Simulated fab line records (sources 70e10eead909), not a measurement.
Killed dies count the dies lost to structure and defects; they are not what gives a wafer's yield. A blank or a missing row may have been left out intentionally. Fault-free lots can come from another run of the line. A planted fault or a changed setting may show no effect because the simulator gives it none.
fab line records    flow nand-harc    part 2 of 2: steps 25 to 34 of 34
record lots=5  wafers=15  last-day=23
route steps=1159 shown A_WL_FILL@815 A_CONTACT@840
lots with no fault: from the same line, run without faults
start-h: hours from the record's opening day to when the first of the lot's shown wafers began    wait-h: hours since the lot's step before    " identical to the entry in the row above    L1.1+2: one row covering several wafers at once    - either no value or no given start    * or withheld: withheld    < > ~ a bound
route shown NAME@n: NAME is a module with steps in the file, n the number in the route of the first one    usual: mean/standard deviation taken from wafers without a fault    same: alike in all rows    chamber/n: place in a boat    sites: per-site readings    _std_site: the standard deviation of these    _edge_site: the outer-site mean with the inner-site mean subtracted    radius-mm: how far each site lies from the wafer's centre    mask NAME#n: copy n    behind: the most recent tool/chamber to have shaped the wafer    hold: what put the lot on hold/how long, in hours/how the hold closed    device: which transistor (n, p or np) failed to switch    end of line: the same wafers' tests at the end of the route    a step without rows: its recipe alone    killed: count of dies lost to structure and defects at first sort (not the wafer's yield)    map: shows each die of a wafer: x if killed, . if not, _ if none is there
set.NAME: the setting as run; set.NAME@STEP: as run at that earlier step    model.NAME: the simulator's own value behind a step, which no gauge read
lots seen at some steps along the route; tables by step, rows by wafer
services: a tool's chamber out of use, with start hour (start-h, from the record's first day; less than 0 if before it), hours out, and reason
## steps
# step NHARC_A_CONTACT_DEHYDRATE_32
# recipe temp-c=150  time-s=120
# usual heater-power-total-W=182.5/1.2  resist-line-temp-C=23.00/0.097
lot.wafer  tool            chamber  start-h  wait-h  heater-power-total-W  resist-line-temp-C
L078.2     litho-track-01  0        374.36   0.2     182.9                 23.02
L078.5     "               0        "        "       181.7                 22.87
L078.6     "               0        "        "       183.9                 23.02
L083.3     litho-track-04  0        410.76   0.2     184.3                 23.01
L083.4     "               0        "        "       184.8                 23.03
L083.5     "               0        "        "       183.0                 22.99
L088.3     litho-track-01  0        460.32   0.2     181.2                 22.96
L088.4     "               0        "        "       183.1                 23.00
L088.6     "               0        "        "       183.5                 23.00
L090.1     litho-track-06  0        460.93   0.2     181.1                 23.25
L090.2     "               0        "        "       183.6                 23.10
L090.4     "               0        "        "       181.0                 23.18
L092.1     litho-track-01  0        468.31   0.2     181.1                 23.01
L092.2     "               0        "        "       181.3                 22.87
L092.3     "               0        "        "       181.1                 23.15
# step NHARC_A_CONTACT_HMDS_33
# recipe time-s=30
# usual resist-line-temp-C=23.03/0.12
lot.wafer  tool            chamber  start-h  wait-h  resist-line-temp-C
L078.2     litho-track-01  0        -        -       22.96
L078.5     "               0        "        "       23.04
L078.6     "               0        "        "       22.99
L083.3     litho-track-04  0        -        -       23.08
L083.4     "               0        "        "       23.20
L083.5     "               0        "        "       23.06
L088.3     litho-track-01  0        -        -       23.00
L088.4     "               0        "        "       23.20
L088.6     "               0        "        "       23.23
L090.1     litho-track-06  0        -        -       23.05
L090.2     "               0        "        "       23.12
L090.4     "               0        "        "       22.98
L092.1     litho-track-01  0        -        -       22.93
L092.2     "               0        "        "       23.18
L092.3     "               0        "        "       23.02
# step NHARC_A_CONTACT_COAT_34
# recipe temp-c=260  time-s=75
# usual heater-power-total-W=486.8/1.6  resist-line-temp-C=22.97/0.099
lot.wafer  tool            chamber  start-h  wait-h  heater-power-total-W  resist-line-temp-C
L078.2     litho-track-01  0        -        -       486.4                 22.86
L078.5     "               0        "        "       489.6                 23.01
L078.6     "               0        "        "       486.8                 22.95
L083.3     litho-track-04  0        -        -       485.9                 22.96
L083.4     "               0        "        "       485.1                 22.91
L083.5     "               0        "        "       484.8                 22.93
L088.3     litho-track-01  0        -        -       486.5                 23.15
L088.4     "               0        "        "       486.7                 22.98
L088.6     "               0        "        "       489.4                 23.11
L090.1     litho-track-06  0        -        -       489.7                 23.00
L090.2     "               0        "        "       489.6                 23.06
L090.4     "               0        "        "       487.9                 23.05
L092.1     litho-track-01  0        -        -       488.4                 23.03
L092.2     "               0        "        "       487.5                 23.10
L092.3     "               0        "        "       488.2                 23.02
# step NHARC_A_CONTACT_COAT_35
# recipe temp-c=225  time-s=65
# usual heater-power-total-W=446.8/2  resist-line-temp-C=23.01/0.099
lot.wafer  tool            chamber  start-h  wait-h  heater-power-total-W  resist-line-temp-C
L078.2     litho-track-01  0        -        -       446.6                 22.93
L078.5     "               0        "        "       448.9                 22.90
L078.6     "               0        "        "       444.9                 22.91
L083.3     litho-track-04  0        -        -       446.4                 23.05
L083.4     "               0        "        "       443.9                 22.89
L083.5     "               0        "        "       446.1                 23.00
L088.3     litho-track-01  0        -        -       444.4                 23.04
L088.4     "               0        "        "       448.5                 23.03
L088.6     "               0        "        "       444.8                 23.03
L090.1     litho-track-06  0        -        -       448.4                 22.97
L090.2     "               0        "        "       446.6                 22.97
L090.4     "               0        "        "       448.6                 23.08
L092.1     litho-track-01  0        -        -       445.8                 22.88
L092.2     "               0        "        "       444.6                 22.62
L092.3     "               0        "        "       448.4                 23.12
# step NHARC_A_CONTACT_COAT_36
# recipe spin-rpm=1500  resist-thk-nm=90
# usual resist-line-temp-C=23.00/0.099
lot.wafer  tool            chamber  start-h  wait-h  resist-line-temp-C
L078.2     litho-track-01  0        -        -       23.02
L078.5     "               0        "        "       22.91
L078.6     "               0        "        "       23.07
L083.3     litho-track-04  0        -        -       22.99
L083.4     "               0        "        "       22.86
L083.5     "               0        "        "       22.98
L088.3     litho-track-01  0        -        -       23.01
L088.4     "               0        "        "       23.00
L088.6     "               0        "        "       23.02
L090.1     litho-track-06  0        -        -       22.95
L090.2     "               0        "        "       22.92
L090.4     "               0        "        "       22.99
L092.1     litho-track-01  0        -        -       23.07
L092.2     "               0        "        "       22.95
L092.3     "               0        "        "       22.99
# step NHARC_A_CONTACT_SOFTBAKE_37
# recipe temp-c=105  time-s=55
# usual heater-power-total-W=188.42/0.12  resist-line-temp-C=22.99/0.11
lot.wafer  tool            chamber  start-h  wait-h  heater-power-total-W  resist-line-temp-C
L078.2     litho-track-01  0        -        -       188.71                23.03
L078.5     "               0        "        "       188.28                23.14
L078.6     "               0        "        "       188.38                23.14
L083.3     litho-track-04  0        -        -       188.30                22.88
L083.4     "               0        "        "       188.35                22.90
L083.5     "               0        "        "       188.33                23.03
L088.3     litho-track-01  0        -        -       188.41                23.07
L088.4     "               0        "        "       188.27                23.04
L088.6     "               0        "        "       188.46                23.28
L090.1     litho-track-06  0        -        -       188.36                22.94
L090.2     "               0        "        "       188.34                22.94
L090.4     "               0        "        "       188.34                22.87
L092.1     litho-track-01  0        -        -       188.49                22.99
L092.2     "               0        "        "       188.51                22.86
L092.3     "               0        "        "       188.36                22.97
# step NHARC_A_CONTACT_EBR_38
# usual resist-line-temp-C=23.00/0.09
lot.wafer  tool            chamber  start-h  wait-h  resist-line-temp-C
L078.2     litho-track-01  0        -        -       23.02
L078.5     "               0        "        "       23.03
L078.6     "               0        "        "       23.23
L083.3     litho-track-04  0        -        -       23.13
L083.4     "               0        "        "       23.20
L083.5     "               0        "        "       23.02
L088.3     litho-track-01  0        -        -       23.05
L088.4     "               0        "        "       22.89
L088.6     "               0        "        "       22.93
L090.1     litho-track-06  0        -        -       22.95
L090.2     "               0        "        "       23.03
L090.4     "               0        "        "       22.99
L092.1     litho-track-01  0        -        -       23.08
L092.2     "               0        "        "       23.09
L092.3     "               0        "        "       23.07
# step NHARC_A_CONTACT_EXPOSE_39
# recipe na=1.35  sigma-outer=0.8  dose-mj=58.79  mask-id=A_CC_3
# same na=1.35
lot.wafer   tool             chamber  start-h  wait-h  mask
L078.2+5+6  arfi-scanner-03  0        374.68   -       A_CC_3#0
L083.3+4+5  arfi-scanner-02  0        411.07   -       A_CC_3#0
L088.3+4+6  arfi-scanner-02  0        460.51   -       A_CC_3#0
L090.1+2+4  arfi-scanner-01  0        461.24   -       A_CC_3#0
L092.1+2+3  arfi-scanner-02  0        468.49   -       A_CC_3#0
# step NHARC_A_CONTACT_PEB_40
# recipe peb-temp-c=100  peb-time-s=65
# usual heater-power-total-W=156.6/0.4  resist-line-temp-C=23.00/0.1
lot.wafer  tool            chamber  start-h  wait-h  heater-power-total-W  resist-line-temp-C
L078.2     litho-track-04  0        374.73   0.1     156.5                 23.12
L078.5     "               0        "        "       157.2                 22.95
L078.6     "               0        "        "       157.1                 22.93
L083.3     litho-track-01  0        411.13   0.0     157.1                 22.97
L083.4     "               0        "        "       157.2                 23.11
L083.5     "               0        "        "       156.1                 23.07
L088.3     litho-track-04  0        460.56   0.0     156.5                 22.97
L088.4     "               0        "        "       156.2                 22.89
L088.6     "               0        "        "       157.2                 23.16
L090.1     litho-track-01  0        461.30   0.1     156.3                 22.98
L090.2     "               0        "        "       157.0                 23.09
L090.4     "               0        "        "       156.3                 23.09
L092.1     litho-track-01  0        468.55   0.1     156.5                 23.16
L092.2     "               0        "        "       156.5                 23.14
L092.3     "               0        "        "       157.2                 23.12
# step NHARC_A_CONTACT_DEVELOP_41
# recipe develop-time-s=35  dev-temp-c=23
# usual resist-line-temp-C=23.01/0.12
lot.wafer  tool            chamber  start-h  wait-h  resist-line-temp-C
L078.2     litho-track-04  0        -        -       23.17
L078.5     "               0        "        "       23.10
L078.6     "               0        "        "       23.00
L083.3     litho-track-01  0        -        -       23.06
L083.4     "               0        "        "       23.09
L083.5     "               0        "        "       22.94
L088.3     litho-track-04  0        -        -       22.83
L088.4     "               0        "        "       22.94
L088.6     "               0        "        "       23.01
L090.1     litho-track-01  0        -        -       23.07
L090.2     "               0        "        "       23.12
L090.4     "               0        "        "       23.08
L092.1     litho-track-01  0        -        -       22.93
L092.2     "               0        "        "       23.05
L092.3     "               0        "        "       23.02
## services
tool             chamber  start-h  hours  kind
wet-bench-03     -        322.40   8.0    pm
cmp-02           -        329.38   1.4    repair
cmp-02           -        330.79   4.0    pm
rie-metal-01     -        332.00   9.0    pm
pecvd-02         -        334.30   13.0   pm
cmp-04           -        337.27   0.8    repair
rie-diel-05      -        340.60   9.0    pm
arfi-scanner-02  -        341.48   0.7    repair
pecvd-04         0        344.92   9.3    repair
rie-diel-05      2        359.40   1.3    repair
plasma-asher-02  -        360.12   9.0    pm
rie-diel-08      0        363.55   4.1    repair
wet-bench-05     -        370.65   1.9    repair
wet-bench-05     -        372.82   8.0    pm
pecvd-04         -        376.00   13.0   pm
rie-diel-05      2        384.93   1.5    repair
rie-metal-03     -        385.39   0.6    repair
plasma-asher-02  -        386.44   5.3    repair
rie-metal-02     -        388.00   9.0    pm
plasma-asher-02  -        409.45   0.9    repair
arfi-scanner-02  -        428.00   4.0    pm
litho-track-01   -        443.00   7.0    pm
rie-metal-03     -        453.00   9.0    pm
litho-track-06   -        467.00   7.0    pm
